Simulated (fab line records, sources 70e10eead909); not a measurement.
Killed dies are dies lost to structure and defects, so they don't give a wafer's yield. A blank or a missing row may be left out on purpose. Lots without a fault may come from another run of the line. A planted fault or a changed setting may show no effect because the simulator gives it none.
Problem report in the 8D (eight disciplines) form, filled by code | flow nand_harc | the parts of the form that need people (team, actions taken, sign-off) are left out

1. THE PROBLEM
killed_at_periphery at NHARC_END_SORT_01 reads a mean of 649.0 on 4 wafers of 3 lots; wafers without a fault read 2.9 with a standard deviation of 2.2. That is +99 or more standard deviations from the usual mean.
First seen on wafer L118.3, day 21 12:57, on prober-02. The record holds 18 wafers of 6 lots with a number at this step. Rule for "out", or "out of limits": more than 4 standard deviations from the usual mean. The other wafers with a number count as sound.

2. WHAT IT IS AND WHAT IT IS NOT
question                    | is                                                                                                                      | is not
which readings at this step | killed_at_periphery, defect_limited_yield, killed_dies, sort_bin_2_pct, sort_n_pass, sort_rim_yield_pct, sort_yield_pct | killed_at_array, killed_at_other, killed_short, sort_bin_4_pct
which lots                  | L114, L116, L118                                                                                                        | L110, L113, L119
which wafers of those lots  | L114.4, L116.4, L116.6, L118.3                                                                                          | L114.1, L114.2, L116.5, L118.2, L118.6
read on which gauges        | prober-01, prober-02                                                                                                    | -
when                        | from day 21 12:57                                                                                                       | up to then (8 sound wafers); but 6 sound wafers of L114, L116, L118, L119 came after

3. SUSPECTS, AND WHAT RULES EACH OUT
Counting: a tool at a process step up to the reading stays a suspect if it ran every lot that is out. Sound lots after the first of them don't rule it out here, since some wafers of a struck lot are sound.
- the gauge at NHARC_END_SORT_01: ruled out. The wafers that are out were read on 2 gauges (prober-01, prober-02).
- pvd_sputter-02 at NHARC_P_M0_PVD_21 (deposits Cu, target thk 30 nm, time 20.49 s): kept. It ran every lot that is out, first L114 (day 7 19:25).
- rie_diel-10 at NHARC_A_BONDPAD_ETCH_24 (etches the open film in CF4/N2, target depth 30 nm, time 72.99 s): kept. It ran every lot that is out, first L114 (day 20 17:14). NHARC_A_BONDPAD_ETCH_24 gives no start for some lots, so the hours and the order of its lots are those of NHARC_THIN_TSV_CD_MEAS_12.
Left after counting: pvd_sputter-02 at NHARC_P_M0_PVD_21, rie_diel-10 at NHARC_A_BONDPAD_ETCH_24.

4. THE CAUSE (what the simulator had put in)
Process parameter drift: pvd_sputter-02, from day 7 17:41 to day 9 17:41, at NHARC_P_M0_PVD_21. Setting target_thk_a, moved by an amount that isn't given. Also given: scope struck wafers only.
Counting left 2 suspects, and this tool is among them.

5. THE CHAIN OF EFFECTS, in route order
Each row: a reading whose mean over the struck wafers that have a number lies more than 3 standard deviations from the usual. Only readings for which the record gives a usual standard deviation are gone through. hours: the time from each lot's start at the first step in this table that gives one to its start at this step, as a median over the lots. sigmas: the change in usual standard deviations.
hours | step              | reading              | usual  | on struck wafers | change | sigmas
0     | NHARC_END_SORT_01 | defect_limited_yield | 95.3 % | 0.0              | -95.3  | -60
0     | NHARC_END_SORT_01 | killed_at_periphery  | 2.9    | 649.0            | +646.1 | +99 or more
0     | NHARC_END_SORT_01 | killed_dies          | 32     | 677              | +645   | +59
0     | NHARC_END_SORT_01 | sort_bin_2_pct       | 1.5 %  | 96.7             | +95.2  | +99 or more
0     | NHARC_END_SORT_01 | sort_n_pass          | 645    | 0                | -645   | -59
0     | NHARC_END_SORT_01 | sort_rim_yield_pct   | 96.1 % | 0.0              | -96.1  | -40
0     | NHARC_END_SORT_01 | sort_yield_pct       | 95.3 % | 0.0              | -95.3  | -60

6. WHAT WOULD HAVE CAUGHT IT SOONER
In this record the first reading out of limits at a measuring or inspecting step was taken at day 21 12:57, 331 hours after the fault began at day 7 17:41.
Of the tool readings at NHARC_P_M0_PVD_21 for which the record gives a usual standard deviation, none was out on any struck wafer, so an alarm limit of 4 standard deviations on them would not have fired.
All the lots that are out (3) had begun NHARC_P_M0_PVD_21 on pvd_sputter-02 by day 21 12:57. A hold on the tool at that time would have spared none of them.
